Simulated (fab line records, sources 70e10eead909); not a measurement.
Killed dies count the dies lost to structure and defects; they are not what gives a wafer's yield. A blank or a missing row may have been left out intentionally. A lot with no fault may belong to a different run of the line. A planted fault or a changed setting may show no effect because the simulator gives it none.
Chamber matching -- flow nand-harc -- NHARC_A_STAIRCASE_ETCHBACK_422 on rie-diel-08: 4 sister chambers
The step etches the open film in CH3F/O2, target depth 40 nm, time 74.286 s. 4 wafers are shown with their chamber, then 10 later ones without.

== WAFERS PAIRED WITH THEIR CHAMBERS ==
wafer,chamber,showerhead-plenum-p-Torr (Torr)
L088.3,3,2.28
L088.5,0,2.28
L089.1,1,2.37
L089.4,2,2.62

== WAFERS MISSING THEIR CHAMBER ==
wafer,showerhead-plenum-p-Torr (Torr)
L089.5,2.62
L092.2,2.37
L092.3,2.28
L092.6,2.37
L090.1,2.37
L090.3,2.28
L090.6,2.62
L096.3,2.36
L096.4,2.27
L096.5,2.36

== EACH ONE'S CHAMBER ==
wafer,from the rows above,in truth
L089.5,2,2
L092.2,1,1
L092.3,can't be placed: 0 or 3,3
L092.6,1,1
L090.1,1,1
L090.3,can't be placed: 0 or 3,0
L090.6,2,2
L096.3,1,1
L096.4,can't be placed: 0 or 3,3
L096.5,1,1
Placed correctly: 7 of 10. Not placeable from these rows: 3 (in 3, the candidates include the true chamber). 0 placed wrongly.
How it was worked out, from the rows above alone: a wafer's distance from a chamber is the root of the sum, over the readings, of the square of ((its reading less the chamber's mean) divided by the reading's scatter). The wafer belongs to the nearest chamber; if the next one is less than 2 further off, it can't be placed. A chamber's mean is the mean of its shown wafers. The scatter: with one shown wafer a chamber, the root of the mean of the squares of how far each hidden wafer lies from its nearest shown one.
